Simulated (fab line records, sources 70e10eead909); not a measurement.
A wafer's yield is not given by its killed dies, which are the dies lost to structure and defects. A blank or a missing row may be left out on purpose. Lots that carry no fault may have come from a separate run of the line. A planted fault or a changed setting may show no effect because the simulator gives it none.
Which tool is to blame? :: flow nand harc :: 14 lots with 42 wafers sampled at 5 steps, on a route of 1159 steps

== WHAT THE GAUGES READ, wafer by wafer ==
NHARC_P_CONTACT_INSPECT_14. Usual: raw defect count 3.7, standard deviation 2.2.
lot: L715
measured: day 5 11:22
on: defect inspect-02
raw defect count: 5 4 3
flag: 

lot: L716
measured: day 5 11:59
on: defect inspect-01
raw defect count: 6 1 2
flag: 

lot: L718
measured: day 6 00:52
on: defect inspect-02
raw defect count: 0 4 5
flag: 

lot: L719
measured: day 6 16:21
on: defect inspect-01
raw defect count: 1 5 6
flag: 

lot: L720
measured: day 6 15:23
on: defect inspect-02
raw defect count: 2 5 3
flag: 

lot: L722
measured: day 7 11:16
on: defect inspect-02
raw defect count: 4 2 6
flag: 

lot: L724
measured: day 7 20:20
on: defect inspect-02
raw defect count: 4 3 4
flag: 

lot: L723
measured: day 7 17:34
on: defect inspect-01
raw defect count: 3 3 6
flag: 

lot: L725
measured: day 8 06:07
on: defect inspect-01
raw defect count: 1 4 5
flag: 

lot: L728
measured: day 9 09:02
on: defect inspect-01
raw defect count: 7 2 7
flag: 

lot: L727
measured: day 8 23:35
on: defect inspect-01
raw defect count: 2 3 1
flag: 

lot: L726
measured: day 8 22:17
on: defect inspect-02
raw defect count: 4 2 4
flag: 

lot: L729
measured: day 9 20:14
on: defect inspect-01
raw defect count: 3 3 5
flag: 

lot: L730
measured: day 9 23:14
on: defect inspect-01
raw defect count: 6 4 4
flag: 

NHARC_P_CONTACT_INSPECT_27. Usual: raw defect count 284, standard deviation 110.
lot: L715
measured: day 5 18:14
on: defect inspect-02
raw defect count: 361 284 425
flag: 

lot: L716
measured: day 5 18:46
on: defect inspect-01
raw defect count: 356 414 172
flag: 

lot: L718
measured: day 6 13:05
on: defect inspect-01
raw defect count: 229 248 161
flag: 

lot: L719
measured: day 7 03:04
on: defect inspect-01
raw defect count: 224 290 163
flag: 

lot: L720
measured: day 7 03:02
on: defect inspect-02
raw defect count: 644 596 522
flag: 

lot: L722
measured: day 7 14:56
on: defect inspect-02
raw defect count: 459 179 342
flag: 

lot: L724
measured: day 8 05:13
on: defect inspect-01
raw defect count: 373 279 460
flag: 

lot: L723
measured: day 7 20:47
on: defect inspect-02
raw defect count: 295 256 245
flag: 

lot: L725
measured: day 8 11:11
on: defect inspect-02
raw defect count: 217 314 246
flag: 

lot: L728
measured: day 9 22:48
on: defect inspect-01
raw defect count: 131 228 287
flag: 

lot: L727
measured: day 9 02:44
on: defect inspect-02
raw defect count: 222 163 284
flag: 

lot: L726
measured: day 9 01:28
on: defect inspect-01
raw defect count: 254 104 163
flag: 

lot: L729
measured: day 10 07:33
on: defect inspect-02
raw defect count: 389 736 261
flag: 

lot: L730
measured: day 10 06:08
on: defect inspect-01
raw defect count: 350 168 142
flag: 

NHARC_END_SORT_01. Usual: killed at array 29, standard deviation 11; killed at other 0.6, standard deviation 0.89; killed at periphery 3.8, standard deviation 2.8; killed dies 33, standard deviation 12; killed open 3.5, standard deviation 1.9; killed short 1.9, standard deviation 1.3.
lot: L722
measured: day 21 10:04
on: prober-01
killed at array: 24 36 29
killed at other: 0 0 0
killed at periphery: 5 6 10
killed dies: 29 42 39
killed open: 2 5 5
killed short: 3 1 1
flag: 

lot: L728
measured: day 24 17:09
on: prober-01
killed at array: 37 49 35
killed at other: 1 1 2
killed at periphery: 4 4 7
killed dies: 42 54 44
killed open: 5 4 3
killed short: 2 3 2
flag: 

lot: L729
measured: day 24 18:14
on: prober-01
killed at array: 27 26 30
killed at other: 0 0 0
killed at periphery: 2 0 3
killed dies: 29 26 33
killed open: 3 0 1
killed short: 3 0 3
flag: 

== EACH LOT AND THE TOOL THAT RAN IT (in order: tool; ch and the chambers of the sampled wafers; start) ==
lot: L715
NHARC_P_GATE_HM_DEP_102: acl dep-03 ch 0, day 4 12:23
NHARC_P_CONTACT_STRIP_28: rie diel-11 ch 0,1,2, day 5 12:25

lot: L716
NHARC_P_GATE_HM_DEP_102: acl dep-01 ch 0, day 4 12:29
NHARC_P_CONTACT_STRIP_28: rie diel-08 ch 0,2, day 5 13:01

lot: L718
NHARC_P_GATE_HM_DEP_102: acl dep-03 ch 0, day 5 03:12
NHARC_P_CONTACT_STRIP_28: rie diel-08 ch 0,1,3, day 6 01:53

lot: L719
NHARC_P_GATE_HM_DEP_102: acl dep-02 ch 0, day 5 17:58
NHARC_P_CONTACT_STRIP_28: rie diel-08 ch 1,2,3, day 6 17:21

lot: L720
NHARC_P_GATE_HM_DEP_102: acl dep-03 ch 0, day 5 18:03
NHARC_P_CONTACT_STRIP_28: rie diel-08 ch 1,2, day 6 16:24

lot: L722
NHARC_P_GATE_HM_DEP_102: acl dep-03 ch 0, day 6 13:20
NHARC_P_CONTACT_STRIP_28: rie diel-11 ch 1,2, day 7 12:16

lot: L724
NHARC_P_GATE_HM_DEP_102: acl dep-03 ch 0, day 6 19:20
NHARC_P_CONTACT_STRIP_28: rie diel-08 ch 0,2,3, day 7 21:25

lot: L723
NHARC_P_GATE_HM_DEP_102: acl dep-01 ch 0, day 6 19:26
NHARC_P_CONTACT_STRIP_28: rie diel-11 ch 0,1,2, day 7 18:35

lot: L725
NHARC_P_GATE_HM_DEP_102: acl dep-01 ch 0, day 7 08:29
NHARC_P_CONTACT_STRIP_28: rie diel-08 ch 1,2, day 8 07:18

lot: L728
NHARC_P_GATE_HM_DEP_102: acl dep-01 ch 0, day 7 23:16
NHARC_P_CONTACT_STRIP_28: rie diel-08 ch 0,1,3, day 9 10:07

lot: L727
NHARC_P_GATE_HM_DEP_102: acl dep-02 ch 0, day 7 23:23
NHARC_P_CONTACT_STRIP_28: rie diel-08 ch 0,2,3, day 9 00:40

lot: L726
NHARC_P_GATE_HM_DEP_102: acl dep-01 ch 0, day 7 23:55
NHARC_P_CONTACT_STRIP_28: rie diel-05 ch 0,1,2, day 8 23:18

lot: L729
NHARC_P_GATE_HM_DEP_102: acl dep-03 ch 0, day 8 09:10
NHARC_P_CONTACT_STRIP_28: rie diel-11 ch 1,2,3, day 9 21:26

lot: L730
NHARC_P_GATE_HM_DEP_102: acl dep-01 ch 0, day 8 09:33
NHARC_P_CONTACT_STRIP_28: rie diel-11 ch 1,3, day 10 00:16
- NHARC_P_GATE_HM_DEP_102: deposits aC, target thk 120 nm.
- NHARC_P_CONTACT_STRIP_28: strips in O2.

== WHAT THE TOOLS THEMSELVES READ (means of the sampled wafers that have a number; where no wafer has one, the mark that the record gives instead) ==
NHARC_P_GATE_HM_DEP_102. Usual: throttle valve pct 35.000 %, standard deviation 0.0098.
lot: L715
tool: acl dep-03
throttle valve pct (%): 35.001
flag: 

lot: L716
tool: acl dep-01
throttle valve pct (%): 35.005
flag: 

lot: L718
tool: acl dep-03
throttle valve pct (%): 34.998
flag: 

lot: L719
tool: acl dep-02
throttle valve pct (%): 35.007
flag: 

lot: L720
tool: acl dep-03
throttle valve pct (%): 34.997
flag: 

lot: L722
tool: acl dep-03
throttle valve pct (%): 34.999
flag: 

lot: L724
tool: acl dep-03
throttle valve pct (%): 35.007
flag: 

lot: L723
tool: acl dep-01
throttle valve pct (%): 35.001
flag: 

lot: L725
tool: acl dep-01
throttle valve pct (%): 34.996
flag: 

lot: L728
tool: acl dep-01
throttle valve pct (%): 35.000
flag: 

lot: L727
tool: acl dep-02
throttle valve pct (%): 34.998
flag: 

lot: L726
tool: acl dep-01
throttle valve pct (%): 34.996
flag: 

lot: L729
tool: acl dep-03
throttle valve pct (%): 35.000
flag: 

lot: L730
tool: acl dep-01
throttle valve pct (%): 35.002
flag: 

NHARC_P_CONTACT_STRIP_28. Usual: drypump motor current A 5.5 A, standard deviation 0.43; oes product au 0.999 a.u., standard deviation 0.0064; rf vpp V 57.9 V, standard deviation 1.1; showerhead plenum p Torr 3.53 Torr, standard deviation 0.16; throttle valve pct 17.036 %, standard deviation 0.0086.
lot: L715
tool: rie diel-11
drypump motor current A (A): 5.8
oes product au (a.u.): 1.002
rf vpp V (V): 57.7
showerhead plenum p Torr (Torr): 3.65
throttle valve pct (%): 17.041
flag: 

lot: L716
tool: rie diel-08
drypump motor current A (A): 5.3
oes product au (a.u.): 1.000
rf vpp V (V): 57.4
showerhead plenum p Torr (Torr): 3.56
throttle valve pct (%): 17.031
flag: 

lot: L718
tool: rie diel-08
drypump motor current A (A): 5.3
oes product au (a.u.): 0.993
rf vpp V (V): 57.6
showerhead plenum p Torr (Torr): 3.33
throttle valve pct (%): 17.037
flag: 

lot: L719
tool: rie diel-08
drypump motor current A (A): 5.6
oes product au (a.u.): 0.996
rf vpp V (V): 58.1
showerhead plenum p Torr (Torr): 3.45
throttle valve pct (%): 17.044
flag: 

lot: L720
tool: rie diel-08
drypump motor current A (A): 5.6
oes product au (a.u.): 1.000
rf vpp V (V): 58.7
showerhead plenum p Torr (Torr): 3.57
throttle valve pct (%): 17.030
flag: 

lot: L722
tool: rie diel-11
drypump motor current A (A): 5.6
oes product au (a.u.): 0.999
rf vpp V (V): 58.6
showerhead plenum p Torr (Torr): 3.64
throttle valve pct (%): 17.039
flag: 

lot: L724
tool: rie diel-08
drypump motor current A (A): 5.2
oes product au (a.u.): 1.003
rf vpp V (V): 57.4
showerhead plenum p Torr (Torr): 3.44
throttle valve pct (%): 17.044
flag: 

lot: L723
tool: rie diel-11
drypump motor current A (A): 5.8
oes product au (a.u.): 1.001
rf vpp V (V): 57.2
showerhead plenum p Torr (Torr): 3.64
throttle valve pct (%): 17.039
flag: 

lot: L725
tool: rie diel-08
drypump motor current A (A): 5.6
oes product au (a.u.): 1.003
rf vpp V (V): 58.6
showerhead plenum p Torr (Torr): 3.57
throttle valve pct (%): 17.045
flag: 

lot: L728
tool: rie diel-08
drypump motor current A (A): 5.3
oes product au (a.u.): 0.999
rf vpp V (V): 57.3
showerhead plenum p Torr (Torr): 3.32
throttle valve pct (%): 17.035
flag: 

lot: L727
tool: rie diel-08
drypump motor current A (A): 5.2
oes product au (a.u.): 1.001
rf vpp V (V): 57.7
showerhead plenum p Torr (Torr): 3.44
throttle valve pct (%): 17.020
flag: 

lot: L726
tool: rie diel-05
drypump motor current A (A): 5.8
oes product au (a.u.): 0.996
rf vpp V (V): 57.2
showerhead plenum p Torr (Torr): 3.45
throttle valve pct (%): 17.033
flag: 

lot: L729
tool: rie diel-11
drypump motor current A (A): 5.6
oes product au (a.u.): 1.004
rf vpp V (V): 59.0
showerhead plenum p Torr (Torr): 3.65
throttle valve pct (%): 17.035
flag: 

lot: L730
tool: rie diel-11
drypump motor current A (A): 5.3
oes product au (a.u.): 1.004
rf vpp V (V): 58.8
showerhead plenum p Torr (Torr): 3.70
throttle valve pct (%): 17.031
flag: 

== THE ANSWER, worked out from the rows above alone ==
Rule: a lot is off if the mean of its wafers that have a number lies more than 3 standard deviations from the usual mean. A lot without any number at a reading at which 4 lots or more have one is off too. Where the step has rows for the other lots, those lots are counted as sound. First the gauges in route order, then the tools' own readings, where a lot's mean is used as printed above. The first step at which some lot is off is used, and at that step the reading that is off furthest; a lot without a number counts as furthest.
None of the lots is off at any reading shown; this tells nothing.

== WHAT HAD BEEN PUT IN BY THE SIMULATOR ==
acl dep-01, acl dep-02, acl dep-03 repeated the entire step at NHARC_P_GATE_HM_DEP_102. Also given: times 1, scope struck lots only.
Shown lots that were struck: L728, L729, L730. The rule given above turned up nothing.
